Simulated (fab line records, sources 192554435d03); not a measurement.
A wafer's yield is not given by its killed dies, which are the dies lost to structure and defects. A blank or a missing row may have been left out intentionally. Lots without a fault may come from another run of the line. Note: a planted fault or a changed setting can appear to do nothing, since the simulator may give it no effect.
Struck lot and sound lot, side by side -- flow n5 finfet -- 15 out of 1938 route steps
Sound: these wafers, L553.2, L553.4, L553.5. Wafers struck: L559.1, L559.2, L559.6. The cause comes at the end.
Each step with rows lists, per side, the tool, then ch with its chambers, then its first start. Under that, the readings that differ: sound wafers -- struck wafers -- difference of the means -- sigmas: that difference in standard deviations of wafers without a fault.
alike: same words and numbers on both sides, and readings whose means sit less than 2 such deviations apart. not compared: any withheld reading, any reading some wafer has no value for, any bound like >300 that may hide the same value, and any number with overlapping values for which the record gives no deviation.
Wherever a step has rows on one side only, a row that says differs or no value, or a row with sigmas, the two part there. Non-overlapping numbers with no deviation appear without sigmas and do not part them. Lack of a reading on every wafer of one side parts them only where that side has two or more wafers.

first, 3 steps without rows for these wafers: N5_BEOL_M0_SAQP_EXPOSE_11 (exposes mask M0 CORE, target cd 42 nm); N5_BEOL_M0_SAQP_PEB_12 (peb time 60 s); N5_BEOL_M0_SAQP_DEVELOP_13 (develop time 30 s).
N5_BEOL_M0_SAQP_CD_MEAS_14: the cd target is 42.5 nm.
  sound on cd sem-01 ch 0, day 6 18:57; struck on cd sem-01 ch 0, day 7 17:24
reading,sound,struck,difference,sigmas
cd nm (nm),42.7 43.9 42.8,42.0 42.1 42.7,-0.9,-2
N5_BEOL_M0_SAQP_OVL_MEAS_15:
  sound on overlay-02 ch 0, day 6 18:59; struck on overlay-01 ch 0, day 7 17:26
  alike: M0_CORE_OVL
N5_BEOL_M0_SAQP_INSPECT_16: inspects for defects (brightfield).
  sound: defect inspect-02 at day 6 19:00; struck: defect inspect-01 at day 7 17:27
  alike: raw defect count
N5_BEOL_M0_SAQP_DESCUM_19: chemistry O2, time 7.9 s.
  sound on rie diel-01 ch 0,1,2, day 6 19:02; struck on rie diel-04 ch 0,3, day 7 17:29
  alike: drypump motor current A, oes product au, rf vpp V, showerhead plenum p Torr, throttle valve pct
  not compared: rf hours counter h
N5_BEOL_M0_SAQP_ETCH_83: etches SiARC in CF4, target depth 39 nm, time 65 s.
  sound on rie diel-01 ch 0,1,2, day 6 19:04; struck on rie diel-04 ch 0,3, day 7 17:31
  alike: cf4 flow sccm, drypump motor current A, etch rf on time s, oes product au, rf fwd power W, rf vpp V, showerhead plenum p Torr, throttle valve pct
  not compared: rf hours counter h
N5_BEOL_M0_SAQP_ETCH_84: etches SOC in N2/H2, target depth 100 nm, overetch 20 nm, time 150 s.
  sound on rie diel-01 ch 0,1,2, day 6 19:07; struck on rie diel-04 ch 0,3, day 7 17:34
  alike: drypump motor current A, oes product au, rf fwd power W, rf vpp V, showerhead plenum p Torr, throttle valve pct
  not compared: rf hours counter h
then, 1 step without rows for these wafers: N5_BEOL_M0_SAQP_STRIP_80 (strips in N2/H2).
N5_BEOL_M0_SAQP_HM_OPEN_112: chemistry CHF3/O2, target SiO2, stops on a-Si, target depth 12 nm, time 13.5 s.
  sound on rie diel-01 ch 0,1,2, day 6 19:14; struck on rie diel-04 ch 0,3, day 7 17:41
  alike: drypump motor current A, oes_o_777_au, oes product au, rf vpp V, showerhead plenum p Torr, throttle valve pct
  not compared: rf hours counter h
then, 1 step without rows for these wafers: N5_BEOL_M0_SAQP_STRIP_113 (strips in CHF3/O2).
N5_BEOL_M0_SAQP_MANDREL_ETCH_20: etches a-Si in HBr/Cl2, stops on SiNx, target depth 60 nm, bt time 10 s, time 30 s.
  sound on rie si-05 ch 0,1, day 6 19:19; struck on rie si-05 ch 1,2,3, day 7 17:46
reading,sound,struck,difference,sigmas
rf fwd power W (W),796.4 794.1 795.2,602.0 600.1 602.8,-193.6,-65
model.SOC_of_BEOL_M0_SAQP_COAT_81.thk nm (nm),76.4 76 76,78.6 78.2 77.4,+1.9,
  alike: drypump motor current A, oes product au, throttle valve pct
  not compared: rf hours counter h
N5_BEOL_M0_SAQP_STRIP_86: strips in N2/H2.
  sound on rie diel-03 ch 1,3, day 6 19:25; struck on rie diel-01 ch 1,3, day 7 17:52
  alike: drypump motor current A, oes product au, rf vpp V, showerhead plenum p Torr, throttle valve pct
  not compared: rf hours counter h
-- a jump in the record: the struck wafers' starts before and after are 3 days apart (it breaks off in module BEOL_M0_SAQP and resumes in module BEOL_M4, where the first step shown is number 1111 of the route) --
N5_BEOL_M4_RC_MEAS_101:
  sound on prober-01 ch 0, day 9 15:09; struck on prober-01 ch 0, day 10 17:58
  alike: DIBL_N, DIBL_P, IOFF_N, IOFF_P, ION_N, ION_P, SS_N, SS_P, VT_N, VT_P

WHERE THEY PART
Last at N5_BEOL_M0_SAQP_MANDREL_ETCH_20 as far as this record goes, first at N5_BEOL_M0_SAQP_CD_MEAS_14. Later steps at which nothing parts them and some readings are alike: N5_BEOL_M0_SAQP_STRIP_86, N5_BEOL_M4_RC_MEAS_101.

WHY: what had been put in by the simulator
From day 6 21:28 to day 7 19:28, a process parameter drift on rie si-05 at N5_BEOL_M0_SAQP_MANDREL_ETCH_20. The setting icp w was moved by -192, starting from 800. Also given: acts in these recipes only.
